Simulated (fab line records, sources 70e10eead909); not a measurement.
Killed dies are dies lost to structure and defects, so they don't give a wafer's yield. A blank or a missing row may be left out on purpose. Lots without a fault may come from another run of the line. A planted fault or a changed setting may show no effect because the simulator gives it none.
fab line records | flow nand_harc
record lots=24 wafers=72 last_day=33
route steps=1302 shown P_ZERO_WELL@46 P_GATE@124 P_CONTACT@233 P_M0@284 P_M1@307
lots that met no fault: from a run of the same line without faults
start_h: hours from the record's first day to the start of the lot's first wafer shown | wait_h: hours since the lot's step before | " the same as in the row above | L1.1+2: a row that stands for several wafers | - no value, or no start given | * or withheld: withheld | < > ~ a bound
route shown NAME@n: a module of which the file shows steps, and the number in the route of the first | usual: mean/standard deviation of fault-free wafers | same: alike in all rows | chamber/n: place in a boat | sites: the reading at each site | _std_site: their standard deviation | _edge_site: outer sites' mean less inner sites' | radius_mm: how far each site lies from the wafer's centre | mask NAME#n: copy n | behind: the tool/chamber that last shaped the wafer | hold: why the lot was held/for how many hours/how that ended | device: the transistor (n, p or np) that didn't switch | end of line: the same wafers' tests at the end of the route | a step without rows: its recipe alone | killed: dies lost to structure and defects at the first sort, not the wafer's yield | map: a wafer's dies, x killed, . not, _ none there
set.NAME: the setting as run; set.NAME@STEP: as run at that earlier step | model.NAME: the simulator's own value behind a step, which no gauge read
steps of the route over a sample of lots; a table a step, a row a wafer
services: from which hour (start_h, from the record's first day; less than 0 if before it) a tool's chamber was out of use, for how many hours, and why
## steps
# step NHARC_P_ZERO_WELL_DESCUM_39
# recipe time_s=3 o2_flow_sccm=200 ar_flow_sccm=0 bias_power_w=0 chemistry=O2
# usual chamber_pressure_mTorr=59.99/0.06 drypump_motor_current_A=5.7/0.44 oes_product_au=1.002/0.01 rf_vpp_V=57.7/0.86 showerhead_plenum_p_Torr=1.92/0.042 throttle_valve_pct=11.311/0.0091
# columns lot.wafer tool chamber start_h wait_h chamber_pressure_mTorr drypump_motor_current_A oes_product_au rf_hours_counter_h rf_vpp_V showerhead_plenum_p_Torr throttle_valve_pct
L074.2 rie_diel-13 3 24.38 - 60.07 6.2 1.017 12 56.6 1.92 11.311
L074.1 " 0 " " 60.10 5.4 1.003 11 57.0 1.97 11.318
L074.5 " 0 " " 60.08 5.4 1.005 - 58.6 1.97 11.311
L075.2 rie_diel-07 1 34.51 - 59.94 6.3 1.023 25 59.3 2.00 11.315
L075.1 " 3 " " 59.93 5.0 1.008 27 57.7 1.93 11.324
L075.5 " 0 " " 60.01 5.5 0.990 - 58.8 2.03 11.322
L076.1 rie_diel-13 0 44.05 - 59.97 5.4 1.011 17 57.6 1.97 11.314
L076.3 " 2 " " 59.91 5.9 0.996 17 57.4 1.90 11.301
L076.6 " 0 " " 60.00 5.4 1.004 - 56.0 1.97 11.305
L077.1 rie_diel-13 3 54.40 - 59.95 6.2 1.001 21 57.2 1.92 11.320
L077.2 " 1 " " 59.98 5.7 1.003 19 57.3 1.89 11.312
L077.5 " 2 " " 60.08 5.9 0.993 - 59.5 1.89 11.302
L078.4 rie_diel-13 2 64.48 - 59.96 5.9 1.003 22 57.7 1.90 11.316
L078.5 " 2 " " 60.01 5.9 0.995 - 56.8 1.89 11.316
L078.6 " 3 " " 60.00 6.2 1.003 - 57.6 1.92 11.303
L079.4 rie_diel-07 3 74.57 - 60.08 5.0 0.999 40 57.5 1.93 11.300
L079.3 " 1 " " 60.03 6.3 1.012 35 59.2 2.00 11.308
L079.6 " 2 " " 60.01 6.2 0.996 - 57.8 1.90 11.328
L080.2 rie_diel-07 3 84.37 - 59.99 4.9 1.000 44 57.7 1.93 11.317
L080.4 " 1 " " 60.04 6.2 1.023 38 58.8 2.00 11.313
L080.5 " 2 " " 59.98 6.2 0.998 - 56.4 1.90 11.308
L081.4 rie_diel-01 0 94.25 - 59.96 6.3 1.025 22 58.3 1.88 11.297
L081.2 " 1 " " 59.99 4.8 1.003 18 57.1 1.93 11.321
L081.5 " 0 " " 59.92 6.3 1.011 - 56.5 1.88 11.330
L082.4 rie_diel-01 3 104.63 - 59.97 5.6 1.004 23 57.8 1.91 11.310
L082.2 " 0 " " 59.97 6.3 1.024 25 58.1 1.88 11.297
L082.6 " 3 " " 60.00 5.6 1.014 - 58.6 1.91 11.295
L083.3 rie_diel-07 1 114.43 - 59.96 6.3 1.019 49 59.3 1.99 11.296
L083.2 " 2 " " 60.03 6.2 0.985 56 57.6 1.90 11.320
L083.5 " 0 " " 60.03 5.5 0.992 - 57.3 2.02 11.311
L084.3 rie_diel-13 3 124.61 - 59.96 6.3 1.012 45 58.2 1.91 11.310
L084.2 " 0 " " 60.03 5.4 0.998 44 59.2 1.96 11.310
L084.1 " 1 " " 59.93 5.7 1.009 40 57.4 1.89 11.308
L085.1 rie_diel-01 3 134.42 - 60.02 5.6 1.033 31 57.2 1.91 11.307
L085.3 " 0 " " 60.02 6.3 1.033 32 57.2 1.87 11.326
L085.6 " 1 " " 59.93 4.9 1.005 - 57.5 1.93 11.312
L086.4 rie_diel-13 0 144.28 - 59.88 5.3 1.000 51 57.3 1.96 11.311
L086.2 " 1 " " 59.99 5.7 1.001 47 56.8 1.88 11.310
L086.6 " 2 " " 60.03 5.9 0.994 - 57.9 1.89 11.325
L087.2 rie_diel-13 2 154.48 - 59.97 5.9 1.005 46 57.7 1.89 11.307
L087.1 " 3 " " 59.89 6.3 1.009 56 58.1 1.91 11.295
L087.6 " 3 " " 59.98 6.3 1.013 - 58.5 1.91 11.331
L088.3 rie_diel-13 1 164.42 - 59.92 5.6 1.001 55 56.1 1.88 11.316
L088.5 " 2 " " 60.01 5.9 0.986 - 58.3 1.89 11.300
L088.6 " 3 " " 59.96 6.2 1.011 - 59.2 1.91 11.299
L089.4 rie_diel-13 2 174.52 - 60.09 5.9 1.004 0 57.7 1.89 11.299
L089.2 " 0 " " 60.01 5.4 1.004 0 57.7 1.95 11.309
L089.5 " 1 " " 59.96 5.7 1.009 - 56.1 1.88 11.310
L090.1 rie_diel-13 1 185.12 - 59.86 5.6 0.999 1 56.9 1.88 11.321
L090.2 " 2 " " 59.83 5.9 0.989 3 58.8 1.89 11.297
L090.3 " 3 " " 60.14 6.2 0.995 3 58.5 1.91 11.313
L091.2 rie_diel-13 0 194.45 - 59.95 5.4 1.010 6 57.2 1.95 11.324
L091.3 " 1 " " 60.01 5.6 0.998 3 57.8 1.88 11.304
L091.6 " 0 " " 59.96 5.4 1.004 - 57.3 1.95 11.300
L092.1 rie_diel-07 2 204.27 - 60.09 6.2 0.991 29 57.7 1.89 11.327
L092.3 " 3 " " 59.91 4.9 1.002 24 58.0 1.92 11.311
L092.5 " 1 " " 60.01 6.2 0.998 - 56.6 1.98 11.321
L093.3 rie_diel-07 1 214.56 - 59.97 6.2 1.009 33 58.7 1.98 11.315
L093.5 " 2 " " 59.95 6.2 1.013 - 58.2 1.89 11.298
L093.6 " 3 " " 59.98 5.0 1.009 - 58.4 1.92 11.319
L094.4 rie_diel-13 0 224.31 - 59.97 5.4 1.006 14 56.9 1.95 11.310
L094.1 " 1 " " 60.02 5.7 0.998 14 59.1 1.88 11.312
L094.5 " 0 " " 60.07 5.4 0.996 - 57.4 1.95 11.308
L095.4 rie_diel-13 1 234.43 - 59.99 5.7 0.998 16 57.4 1.88 11.305
L095.1 " 2 " " 59.97 5.9 0.997 19 58.8 1.88 11.316
L095.5 " 0 " " 59.99 5.4 0.995 - 57.7 1.95 11.315
L096.4 rie_diel-07 3 244.17 - 59.99 5.0 1.005 40 57.3 1.91 11.316
L096.5 " 0 " " 59.98 5.5 1.001 - 58.7 2.01 11.291
L096.6 " 1 " " 60.09 6.3 1.013 - 57.3 1.98 11.311
L097.1 rie_diel-13 3 254.15 - 59.98 6.2 0.994 25 58.9 1.90 11.310
L097.3 " 0 " " 59.98 5.4 0.975 23 57.1 1.95 11.319
L097.4 " 1 " " 60.04 5.7 1.001 23 57.0 1.87 11.324
# step NHARC_P_ZERO_WELL_CD_MEAS_52
# recipe target_cd_nm=2000 landing_energy_ev=500
# usual cd_nm=1998.9/2.3
# columns lot.wafer tool chamber start_h wait_h cd_nm
L074.1 cd_sem-02 0 25.74 - 2000.9
L074.2 " 0 " " 1996.6
L074.5 " 0 " " 1999.2
L075.1 cd_sem-03 0 35.85 - 2002.2
L075.2 " 0 " " 1998.2
L075.5 " 0 " " 1999.9
L076.1 cd_sem-01 0 45.38 - 2000.7
L076.3 " 0 " " 1996.6
L076.6 " 0 " " 1996.1
L077.1 cd_sem-03 0 55.87 - 1994.3
L077.2 " 0 " " 1991.9
L077.5 " 0 " " 1995.5
L078.4 cd_sem-02 0 65.98 - 1998.4
L078.5 " 0 " " 1998.9
L078.6 " 0 " " 1999.2
L079.3 cd_sem-01 0 75.92 - 1995.2
L079.4 " 0 " " 1996.1
L079.6 " 0 " " 2000.7
L080.2 cd_sem-02 0 85.71 - 1999.4
L080.4 " 0 " " 2001.6
L080.5 " 0 " " 2001.8
L081.2 cd_sem-01 0 95.61 - 1997.7
L081.4 " 0 " " 2000.2
L081.5 " 0 " " 1998.6
L082.2 cd_sem-01 0 105.97 - 2001.0
L082.4 " 0 " " 1998.7
L082.6 " 0 " " 1998.7
L083.2 cd_sem-02 0 115.89 - 1998.2
L083.3 " 0 " " 1996.2
L083.5 " 0 " " 1995.5
L084.1 cd_sem-03 0 126.11 - 1998.9
L084.2 " 0 " " 2000.7
L084.3 " 0 " " 1999.4
L085.1 cd_sem-02 0 135.74 - 1996.5
L085.3 " 0 " " 1996.4
L085.6 " 0 " " 1999.6
L086.2 cd_sem-01 0 145.73 - 1995.6
L086.4 " 0 " " 1999.4
L086.6 " 0 " " 1997.9
L087.1 cd_sem-02 0 155.96 - 1996.8
L087.2 " 0 " " 2000.7
L087.6 " 0 " " 2000.6
L088.3 cd_sem-02 0 165.86 - 1995.9
L088.5 " 0 " " 2000.7
L088.6 " 0 " " 1997.2
L089.2 cd_sem-02 0 175.99 - 2001.0
L089.4 " 0 " " 1999.4
L089.5 " 0 " " 1997.7
L090.1 cd_sem-01 0 186.59 - 1999.0
L090.2 " 0 " " 2001.2
L090.3 " 0 " " 2003.8
L091.2 cd_sem-02 0 195.94 - 2000.1
L091.3 " 0 " " 2001.8
L091.6 " 0 " " 1997.5
L092.1 cd_sem-02 0 205.73 - 2000.4
L092.3 " 0 " " 2000.5
L092.5 " 0 " " 1999.3
L093.3 cd_sem-02 0 215.88 - 1998.8
L093.5 " 0 " " 1993.5
L093.6 " 0 " " 1998.4
L094.1 cd_sem-02 0 225.78 - 2000.4
L094.4 " 0 " " 1999.8
L094.5 " 0 " " 1999.6
L095.1 cd_sem-01 0 235.88 - 2002.0
L095.4 " 0 " " 2003.5
L095.5 " 0 " " 2002.6
L096.4 cd_sem-02 0 245.67 - 2001.7
L096.5 " 0 " " 2003.3
L096.6 " 0 " " 2000.8
L097.1 cd_sem-02 0 255.62 - 2003.0
L097.3 " 0 " " 2000.4
L097.4 " 0 " " 1998.6
# step NHARC_P_GATE_DESCUM_13
# recipe time_s=3 o2_flow_sccm=200 ar_flow_sccm=0 bias_power_w=0 chemistry=O2
# usual chamber_pressure_mTorr=60.00/0.055 drypump_motor_current_A=5.7/0.44 oes_product_au=0.999/0.014 rf_vpp_V=57.7/0.93 showerhead_plenum_p_Torr=1.90/0.065 throttle_valve_pct=11.312/0.0085
# columns lot.wafer tool chamber start_h wait_h chamber_pressure_mTorr drypump_motor_current_A oes_product_au rf_hours_counter_h rf_vpp_V showerhead_plenum_p_Torr throttle_valve_pct
L074.1 rie_diel-12 1 83.79 - 60.06 5.8 1.008 8.3 57.5 1.86 11.314
L074.2 " 2 " " 59.99 5.6 0.993 8.4 56.1 1.90 11.311
L074.5 " 2 " " 59.98 5.6 0.996 - 56.5 1.90 11.308
L075.2 rie_diel-10 1 90.37 - 60.03 5.7 0.980 0.2 59.7 1.81 11.303
L075.1 " 0 " " 60.02 5.8 1.013 0.2 58.8 1.95 11.323
L075.5 " 3 " " 60.05 6.4 1.014 - 57.3 1.96 11.308
L076.1 rie_diel-10 2 100.98 - 60.06 5.2 0.996 0.2 57.4 1.89 11.323
L076.3 " 3 " " 59.93 6.4 1.018 0.7 58.7 1.96 11.308
L076.6 " 2 " " 59.96 5.3 0.986 - 57.7 1.89 11.313
L077.1 rie_diel-12 2 111.55 - 60.05 5.6 0.973 0.8 59.1 1.90 11.323
L077.2 " 3 " " 60.05 5.0 0.996 0.9 58.8 1.98 11.322
L077.5 " 1 " " 60.02 5.8 0.996 - 56.7 1.86 11.313
L078.4 rie_diel-12 0 122.36 - 60.11 5.9 0.991 1.8 58.0 1.87 11.304
L078.5 " 3 " " 59.93 5.1 0.988 - 57.9 1.98 11.314
L078.6 " 0 " " 60.11 5.9 0.997 - 57.4 1.87 11.298
L079.4 rie_diel-04 3 129.24 - 59.99 5.9 1.003 6.7 58.1 1.97 11.323
L079.3 " 1 " " 60.04 6.1 1.000 8.3 58.2 2.00 11.320
L079.6 " 3 " " 59.97 5.9 0.997 - 58.3 1.97 11.311
L080.2 rie_diel-10 0 142.93 - 60.00 5.8 1.006 2.7 57.4 1.95 11.325
L080.4 " 2 " " 60.01 5.2 0.975 1.6 56.4 1.89 11.302
L080.5 " 1 " " 59.98 5.7 0.985 - 58.3 1.81 11.326
L081.4 rie_diel-12 1 155.65 - 60.03 5.8 1.005 3.0 58.3 1.86 11.303
L081.2 " 0 " " 59.96 6.0 0.987 3.7 57.9 1.87 11.311
L081.5 " 1 " " 59.96 5.8 0.991 - 57.5 1.86 11.324
L082.4 rie_diel-12 2 162.81 - 60.11 5.6 0.984 2.9 56.7 1.90 11.306
L082.2 " 3 " " 59.96 5.0 1.006 3.6 58.2 1.98 11.325
L082.6 " 0 " " 60.02 6.0 1.004 - 55.8 1.87 11.306
L083.2 rie_diel-12 0 176.89 - 60.05 6.0 0.982 5.3 56.7 1.87 11.317
L083.3 " 3 " " 60.05 5.1 1.013 5.0 59.0 1.98 11.299
L083.5 " 3 " " 60.00 5.1 1.002 - 57.9 1.98 11.320
L084.3 rie_diel-12 3 183.79 - 60.00 5.1 1.000 5.2 58.0 1.98 11.308
L084.2 " 0 " " 59.97 6.0 0.990 5.5 57.6 1.87 11.304
L084.1 " 2 " " 60.10 5.6 0.979 3.8 58.3 1.90 11.311
L085.1 rie_diel-12 1 188.93 - 59.97 5.8 1.002 4.9 57.4 1.86 11.309
L085.3 " 2 " " 59.92 5.6 0.980 3.8 57.6 1.89 11.309
L085.6 " 0 " " 59.98 5.9 0.993 - 56.2 1.87 11.316
L086.4 rie_diel-10 1 197.71 - 60.04 5.6 0.988 6.8 57.3 1.80 11.338
L086.2 " 0 " " 60.02 5.9 1.019 5.8 57.8 1.95 11.326
L086.6 " 2 " " 60.03 5.2 0.969 - 58.0 1.89 11.311
L087.2 rie_diel-04 1 210.55 - 59.93 6.1 0.992 1.5 57.9 2.00 11.319
L087.1 " 0 " " 60.01 5.7 1.008 1.6 56.5 1.90 11.310
L087.6 " 1 " " 60.06 6.1 0.993 - 58.4 2.00 11.319
L088.3 rie_diel-04 0 227.45 - 59.96 5.7 0.995 2.5 57.8 1.90 11.320
L088.5 " 2 " " 59.94 4.7 1.002 - 56.6 1.80 11.318
L088.6 " 3 " " 60.04 5.9 1.001 - 57.3 1.97 11.312
L089.2 rie_diel-10 2 227.61 - 59.95 5.2 0.985 8.4 58.3 1.89 11.313
L089.4 " 3 " " 60.00 6.4 1.007 9.0 59.6 1.96 11.321
L089.5 " 0 " " 60.01 5.8 1.004 - 59.1 1.95 11.306
L090.3 rie_diel-04 0 243.96 - 59.99 5.7 1.002 2.9 58.2 1.90 11.318
L090.2 " 1 " " 60.04 6.1 0.981 2.6 58.4 2.00 11.322
L090.1 " 2 " " 59.91 4.7 1.004 3.5 58.6 1.80 11.303
L091.3 rie_diel-12 1 249.77 - 59.96 5.8 0.993 7.8 57.3 1.86 11.309
L091.2 " 3 " " 60.07 5.1 0.984 8.0 58.3 1.98 11.317
L091.6 " 0 " " 60.05 5.9 0.998 - 57.1 1.86 11.312
L092.3 rie_diel-04 1 259.36 - 60.09 6.1 0.991 3.4 57.4 2.00 11.302
L092.1 " 0 " " 60.01 5.7 1.000 3.8 58.2 1.90 11.320
L092.5 " 1 " " 59.97 6.1 0.989 - 57.5 2.00 11.325
L093.3 rie_diel-10 0 271.88 - 60.04 5.9 1.027 0.9 58.1 1.95 11.298
L093.6 " 1 " " 59.94 5.7 1.013 - 56.7 1.80 11.309
L093.5 " 2 " " 60.02 5.2 1.000 - 57.3 1.89 11.304
L094.1 rie_diel-10 0 283.90 - 60.12 5.8 1.029 1.5 57.5 1.95 11.310
L094.4 " 1 " " 59.97 5.7 1.008 1.3 56.7 1.80 11.294
L094.5 " 1 " " 60.04 5.7 1.007 - 56.6 1.80 11.312
L095.4 rie_diel-10 0 289.09 - 60.02 5.8 1.027 1.5 58.6 1.95 11.316
L095.1 " 1 " " 59.96 5.7 1.010 1.3 58.1 1.80 11.309
L095.5 " 0 " " 60.01 5.8 1.030 - 57.5 1.95 11.309
L096.5 rie_diel-04 3 303.97 - 59.93 5.9 1.003 - 58.9 1.97 11.307
L096.4 " 1 " " 60.09 6.1 0.991 - 57.5 2.00 11.313
L096.6 " 2 " " 60.00 4.7 1.023 - 57.8 1.80 11.297
L097.1 rie_diel-04 0 309.82 - 59.96 5.7 1.011 6.4 56.8 1.90 11.304
L097.4 " 1 " " 60.08 6.1 0.986 6.9 60.0 2.00 11.317
L097.3 " 2 " " 59.91 4.7 1.011 7.1 56.8 1.80 11.309
# step NHARC_P_CONTACT_OVL_MEAS_13
# usual overlay_x_nm=0.0/0.87 overlay_y_nm=-0.2/0.98
# columns lot.wafer tool chamber start_h wait_h overlay_x_nm overlay_y_nm
L074.1 overlay-02 - 121.69 - 0.0 1.6
L074.2 " - " " 0.5 1.0
L074.5 " - " " 0.3 0.6
L075.1 overlay-02 - 125.02 - 0.2 1.0
L075.2 " - " " -0.4 0.8
L075.5 " - " " 0.3 1.6
L076.1 overlay-01 - 134.84 - 0.2 1.5
L076.3 " - " " -0.3 1.6
L076.6 " - " " 0.4 1.9
L077.1 overlay-01 - 147.92 - -0.6 -2.0
L077.2 " - " " -0.3 -2.0
L077.5 " - " " -0.1 -1.4
L078.4 overlay-02 - 160.00 - -1.1 -0.6
L078.5 " - " " 0.1 -0.8
L078.6 " - " " -0.2 -0.7
L079.3 overlay-01 - 164.68 - 0.1 -0.5
L079.4 " - " " -0.1 -0.9
L079.6 " - " " -0.6 -0.9
L080.2 overlay-01 - 181.78 - -1.0 0.5
L080.4 " - " " -1.1 0.5
L080.5 " - " " -1.1 0.4
L081.2 overlay-01 - 192.23 - 0.9 -0.3
L081.4 " - " " 0.5 0.3
L081.5 " - " " 0.7 0.2
L082.2 overlay-02 - 197.11 - 0.2 1.1
L082.4 " - " " 0.6 0.8
L082.6 " - " " -0.3 1.1
L083.2 overlay-02 - 215.73 - 1.6 -0.3
L083.3 " - " " 1.5 -0.8
L083.5 " - " " 2.0 -1.3
L084.1 overlay-01 - 219.93 - -1.0 -0.9
L084.2 " - " " -1.2 -0.7
L084.3 " - " " -1.0 -0.8
L085.1 overlay-02 - 223.64 - -0.7 0.8
L085.3 " - " " -0.5 0.9
L085.6 " - " " -0.5 1.4
L086.2 overlay-02 - 234.98 - 2.3 -0.5
L086.4 " - " " 1.5 0.1
L086.6 " - " " 2.4 -0.5
L087.1 overlay-01 - 246.49 - -0.2 -0.5
L087.2 " - " " -1.4 -0.6
L087.6 " - " " -0.9 -0.3
L089.2 overlay-01 - 265.12 - 0.3 0.9
L089.4 " - " " 0.3 0.8
L089.5 " - " " 0.4 0.4
L088.3 overlay-01 - 267.65 - -0.2 -2.2
L088.5 " - " " -0.2 -2.2
L088.6 " - " " 0.1 -2.1
L090.1 overlay-02 - 285.02 - 0.1 -2.1
L090.2 " - " " 1.2 -1.5
L090.3 " - " " 0.3 -1.5
L091.2 overlay-01 - 287.33 - -1.6 -0.6
L091.3 " - " " -1.7 -0.4
L091.6 " - " " -1.8 0.0
L092.1 overlay-01 - 296.94 - 0.3 -0.1
L092.3 " - " " -0.1 -0.6
L092.5 " - " " 0.6 -0.5
L093.3 overlay-01 - 306.78 - 0.0 0.7
L093.5 " - " " -0.5 -0.2
L093.6 " - " " -1.0 -0.2
L094.1 overlay-02 - 322.49 - -0.8 -0.6
L094.4 " - " " -0.3 -0.3
L094.5 " - " " -1.0 -0.5
L095.1 overlay-02 - 326.24 - 0.8 0.5
L095.4 " - " " 0.5 0.3
L095.5 " - " " 0.6 0.3
L096.4 overlay-02 - 339.40 - 0.1 -0.5
L096.5 " - " " 0.2 0.0
L096.6 " - " " -0.5 0.0
L097.1 overlay-01 - 349.08 - -0.5 -0.9
L097.3 " - " " 0.1 -1.3
L097.4 " - " " -0.4 -1.6
# step NHARC_P_M0_DEP_32
# recipe target_thk_a=300 temp_c=370 target_thk_nm=30 pressure_torr=3 flow_sccm=200 rf_w=450 material=SiCN
# usual heater_power_w=610/56 showerhead_vpp_V=1289/55
# columns lot.wafer tool chamber start_h wait_h heater_power_w showerhead_vpp_V
L074.1 pecvd-04 0 128.68 0.1 634 1307
L074.2 " 2 " " 659 1275
L074.5 " 0 " " 627 1320
L075.1 pecvd-04 0 131.96 0.1 629 1312
L075.2 " 1 " " 619 1264
L075.5 " 2 " " 668 1262
L076.3 pecvd-04 1 142.43 0.1 690 1257
L076.1 " 2 " " 589 1290
L076.6 " 0 " " 631 1299
L077.2 pecvd-04 1 154.87 0.1 688 1256
L077.1 " 0 " " 656 1301
L077.5 " 2 " " 669 1289
L078.5 pecvd-04 0 166.91 0.2 530 1339
L078.6 " 1 " " 614 1259
L078.4 " 2 " " 690 1308
L079.3 pecvd-04 1 172.14 0.1 693 1257
L079.4 " 1 " " 698 1238
L079.6 " 2 " " 621 1272
L080.2 pecvd-04 2 189.22 0.1 597 1273
L080.5 " 1 " " 651 1232
L080.4 " 0 " " 632 1309
L081.2 pecvd-04 0 199.18 0.1 660 1317
L081.5 " 1 " " 698 1243
L081.4 " 2 " " 618 1280
L082.2 pecvd-03 0 204.05 0.1 602 1221
L082.6 " 1 " " 568 1398
L082.4 " 2 " " 667 1243
L083.2 pecvd-03 0 222.81 0.1 613 1219
L083.3 " 1 " " 682 1405
L083.5 " 0 " " 597 1226
L084.2 pecvd-03 0 227.15 0.1 623 1224
L084.3 " 1 " " 649 1396
L084.1 " 2 " " 660 1219
L085.3 pecvd-01 1 230.63 0.1 505 1256
L085.1 " 2 " " 574 1372
L085.6 " 2 " " 570 1351
L086.2 pecvd-03 1 242.00 0.1 553 1423
L086.6 " 0 " " 596 1204
L086.4 " 2 " " 639 1250
L087.1 pecvd-01 0 253.45 0.1 524 1280
L087.2 " 2 " " 559 1368
L087.6 " 0 " " 523 1299
L089.2 pecvd-03 2 272.16 0.1 640 1248
L089.4 " 2 " " 631 1236
L089.5 " 1 " " 617 1422
L088.3 pecvd-01 0 274.51 0.1 501 1269
L088.5 " 0 " " 502 1288
L088.6 " 1 " " 576 1279
L090.2 pecvd-04 2 291.96 0.1 644 1254
L090.1 " 0 " " 658 1300
L090.3 " 1 " " 642 1252
L091.3 pecvd-03 0 294.22 0.1 630 1199
L091.2 " 1 " " 611 1440
L091.6 " 0 " " 624 1209
L092.1 pecvd-01 1 304.29 0.1 604 1268
L092.3 " 0 " " 510 1296
L092.5 " 0 " " 505 1304
L093.3 pecvd-04 0 313.82 0.1 656 1294
L093.5 " 2 " " 649 1261
L093.6 " 0 " " 651 1301
L094.1 pecvd-04 2 329.40 0.1 576 1273
L094.5 " 1 " " 620 1248
L094.4 " 2 " " 580 1281
L095.1 pecvd-01 1 333.10 0.1 552 1283
L095.5 " 2 " " 572 1347
L095.4 " 1 " " 555 1289
L096.5 pecvd-03 1 346.57 0.2 672 1387
L096.4 " 2 " " 661 1245
L096.6 " 0 " " 601 1207
L097.3 pecvd-01 2 356.24 0.1 541 1352
L097.1 " 0 " " 528 1275
L097.4 " 1 " " 492 1284
# step NHARC_P_M1_PVD_20
# recipe target_thk_a=50 bias_v=168.6 power_w=15000 chamber_pressure_pa=0.12 time_s=8.06 substrate_temp_c=50 material=TaN
# usual throttle_valve_pct=30.4/0.89
# columns lot.wafer tool chamber start_h wait_h throttle_valve_pct
L074.1 pvd_sputter-02 - - - 31.2
L074.2 " - " " 30.3
L074.5 " - " " 31.7
L075.2 pvd_sputter-02 - - - 31.6
L075.1 " - " " 30.2
L075.5 " - " " 31.6
L076.1 pvd_sputter-01 - - - 30.0
L076.3 " - " " 31.0
L076.6 " - " " 29.7
L077.1 pvd_sputter-02 - - - 30.1
L077.2 " - " " 31.5
L077.5 " - " " 30.2
L078.4 pvd_sputter-01 - - - 31.2
L078.5 " - " " 31.4
L078.6 " - " " 31.2
L079.4 pvd_sputter-02 - - - 31.5
L079.3 " - " " 31.3
L079.6 " - " " 31.6
L080.4 pvd_sputter-03 - - - 30.1
L080.2 " - " " 30.0
L080.5 " - " " 28.4
L081.2 pvd_sputter-02 - - - 31.5
L081.4 " - " " 31.3
L081.5 " - " " 31.7
L082.4 pvd_sputter-03 - - - 29.9
L082.2 " - " " 30.4
L082.6 " - " " 28.6
L083.3 pvd_sputter-03 - - - 30.2
L083.2 " - " " 29.9
L083.5 " - " " 28.4
L084.2 pvd_sputter-03 - - - 28.6
L084.1 " - " " 30.2
L084.3 " - " " 29.7
L085.3 pvd_sputter-02 - - - 31.5
L085.1 " - " " 31.7
L085.6 " - " " 31.3
L086.2 pvd_sputter-01 - - - 30.7
L086.4 " - " " 30.8
L086.6 " - " " 30.6
L087.2 pvd_sputter-03 - - - 30.1
L087.1 " - " " 28.7
L087.6 " - " " 28.5
L089.2 pvd_sputter-03 - - - 28.6
L089.4 " - " " 30.6
L089.5 " - " " 28.3
L088.3 pvd_sputter-01 - - - 30.5
L088.6 " - " " 30.5
L088.5 " - " " 30.9
L090.3 pvd_sputter-03 - - - 30.3
L090.2 " - " " 28.5
L090.1 " - " " 30.5
L091.2 pvd_sputter-01 - - - 30.5
L091.3 " - " " 30.6
L091.6 " - " " 30.9
L092.1 pvd_sputter-02 - - - 30.1
L092.3 " - " " 30.7
L092.5 " - " " 30.0
L093.3 pvd_sputter-03 - - - 30.1
L093.5 " - " " 28.5
L093.6 " - " " 30.1
L094.1 pvd_sputter-03 - - - 28.8
L094.4 " - " " 29.8
L094.5 " - " " 30.2
L095.1 pvd_sputter-01 - - - 30.8
L095.4 " - " " 31.0
L095.5 " - " " 30.7
L096.4 pvd_sputter-01 - - - 30.6
L096.6 " - " " 30.8
L096.5 " - " " 30.6
L097.1 pvd_sputter-02 - - - 30.2
L097.4 " - " " 30.9
L097.3 " - " " 31.5
## services
# columns tool chamber start_h hours kind
rie_diel-10 - 65.50 9.0 pm
rie_diel-10 1 78.77 3.3 repair
rie_diel-13 3 85.11 2.9 repair
pecvd-04 - 88.52 13.0 pm
rie_diel-12 - 91.40 9.0 pm
pvd_sputter-02 - 104.00 10.0 pm
pvd_sputter-03 - 106.76 6.8 repair
rie_diel-13 2 111.26 14.2 repair
pvd_sputter-03 - 120.94 6.9 repair
rie_diel-13 - 165.00 9.0 pm
pvd_sputter-03 - 170.00 10.0 pm
rie_diel-12 2 173.10 4.2 repair
rie_diel-13 1 177.41 6.6 repair
rie_diel-13 3 194.42 11.7 repair
pecvd-04 2 216.04 6.3 repair
rie_diel-12 2 219.45 3.8 repair
rie_diel-12 2 254.22 6.8 repair
rie_diel-12 - 268.40 9.0 pm
pvd_sputter-03 - 269.39 4.9 repair
pecvd-04 - 269.52 13.0 pm
rie_diel-13 0 279.24 4.7 repair
rie_diel-13 - 342.00 9.0 pm
pvd_sputter-03 - 345.06 2.3 repair
pvd_sputter-03 - 348.00 10.0 pm
## key
fault none
